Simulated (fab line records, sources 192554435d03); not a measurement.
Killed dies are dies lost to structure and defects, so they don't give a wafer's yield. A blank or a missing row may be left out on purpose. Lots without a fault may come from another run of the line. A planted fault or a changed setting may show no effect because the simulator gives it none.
Chamber matching | flow n5_finfet | N5_ILD0_LINER_00 on ald_sin-02: 4 sister chambers
The step material SiNx, target thk 4 nm, pulse time 1 s, purge time 2 s. 8 wafers are shown with their chamber, then 12 later ones without.

WAFERS WITH THEIR CHAMBER
wafer  | chamber | heater_power_w (W) | precursor_pulse_height_rel
L083.3 | 0       | 926                | 1.000
L086.4 | 1       | 715                | 0.990
L087.1 | 1       | 713                | 1.018
L089.4 | 3       | 731                | 0.981
L089.6 | 3       | 731                | 0.989
L091.1 | 2       | 707                | 1.026
L091.3 | 0       | 921                | 0.997
L091.5 | 2       | 691                | 0.978

WAFERS WITHOUT THEIR CHAMBER
wafer  | heater_power_w (W) | precursor_pulse_height_rel
L092.1 | 734                | 1.025
L092.2 | 736                | 0.976
L092.6 | 728                | 1.010
L093.1 | 947                | 1.013
L093.4 | 743                | 1.003
L093.5 | 938                | 0.985
L095.1 | 736                | 0.960
L095.2 | 705                | 0.979
L095.4 | 692                | 1.004
L096.2 | 701                | 1.003
L096.3 | 721                | 0.967
L096.5 | 960                | 0.991

WHICH CHAMBER EACH WENT THROUGH
wafer  | from the rows above     | in truth
L092.1 | can't be placed: 3 or 1 | 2
L092.2 | 3                       | 3
L092.6 | can't be placed: 3 or 1 | 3
L093.1 | 0                       | 0
L093.4 | 3                       | 3
L093.5 | 0                       | 0
L095.1 | 3                       | 3
L095.2 | can't be placed: 2 or 1 | 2
L095.4 | 2                       | 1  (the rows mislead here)
L096.2 | can't be placed: 2 or 1 | 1
L096.3 | can't be placed: 3 or 1 | 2
L096.5 | 0                       | 0
Placed correctly: 6 of 12. Can't be placed from these rows: 5 (the true chamber is among the candidates in 3). Placed wrongly: 1.
How it was worked out, from the rows above alone: a wafer's distance from a chamber is the root of the sum, over the readings, of the square of ((its reading less the chamber's mean) divided by the reading's scatter). The wafer belongs to the nearest chamber; if the next one is less than 2 further off, it can't be placed. A chamber's mean is the mean of its shown wafers. The scatter: the root of (the sum of the squares of (reading less its chamber's mean) over the shown wafers, divided by (wafers less chambers)).
